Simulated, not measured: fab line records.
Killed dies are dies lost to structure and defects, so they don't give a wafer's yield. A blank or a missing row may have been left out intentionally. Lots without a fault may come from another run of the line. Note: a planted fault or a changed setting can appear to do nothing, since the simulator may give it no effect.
Chamber matching || flow nand harc || NHARC_A_SLIT_ETCH_29 on rie diel-10: 4 sister chambers
The step etches the open film in CF4/O2, target depth 100 nm, overetch 10 nm, time 55 s. 4 wafers are shown with their chamber, then 7 later ones without.

## EACH WAFER AND ITS CHAMBER
{"wafer": "L546.1", "chamber": 2, "drypump motor current A (A)": 6.0}
{"wafer": "L546.5", "chamber": 3, "drypump motor current A (A)": 5.7}
{"wafer": "L548.1", "chamber": 1, "drypump motor current A (A)": 5.0}
{"wafer": "L548.2", "chamber": 0, "drypump motor current A (A)": 6.2}

## WAFERS MISSING THEIR CHAMBER
{"wafer": "L548.6", "drypump motor current A (A)": 5.0}
{"wafer": "L551.1", "drypump motor current A (A)": 6.2}
{"wafer": "L551.3", "drypump motor current A (A)": 5.0}
{"wafer": "L551.6", "drypump motor current A (A)": 6.2}
{"wafer": "L550.1", "drypump motor current A (A)": 5.8}
{"wafer": "L550.3", "drypump motor current A (A)": 6.1}
{"wafer": "L550.4", "drypump motor current A (A)": 5.0}

## WHICH CHAMBER EACH ONE RAN IN
{"wafer": "L548.6", "from the rows above": 1, "in truth": 1}
{"wafer": "L551.1", "from the rows above": 0, "in truth": 0}
{"wafer": "L551.3", "from the rows above": 1, "in truth": 1}
{"wafer": "L551.6", "from the rows above": 0, "in truth": 0}
{"wafer": "L550.1", "from the rows above": "can't be placed: 3 or 2", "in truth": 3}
{"wafer": "L550.3", "from the rows above": "can't be placed: 2 or 0", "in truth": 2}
{"wafer": "L550.4", "from the rows above": 1, "in truth": 1}
Placed correctly: 5 of 7. From these rows, 2 cannot be placed; in 2 the true chamber is one of the candidates. Placed wrongly: 0.
How it was worked out, from the rows above alone: a wafer's distance from a chamber is the root of the sum, over the readings, of the square of ((its reading less the chamber's mean) divided by the reading's scatter). If the next closest chamber is less than 2 further off than the closest, the wafer can't be placed; otherwise it belongs to the closest. Each chamber's mean is taken over the wafers shown for it. The scatter: with one shown wafer a chamber, the root of the mean of the squares of how far each hidden wafer lies from its nearest shown one.
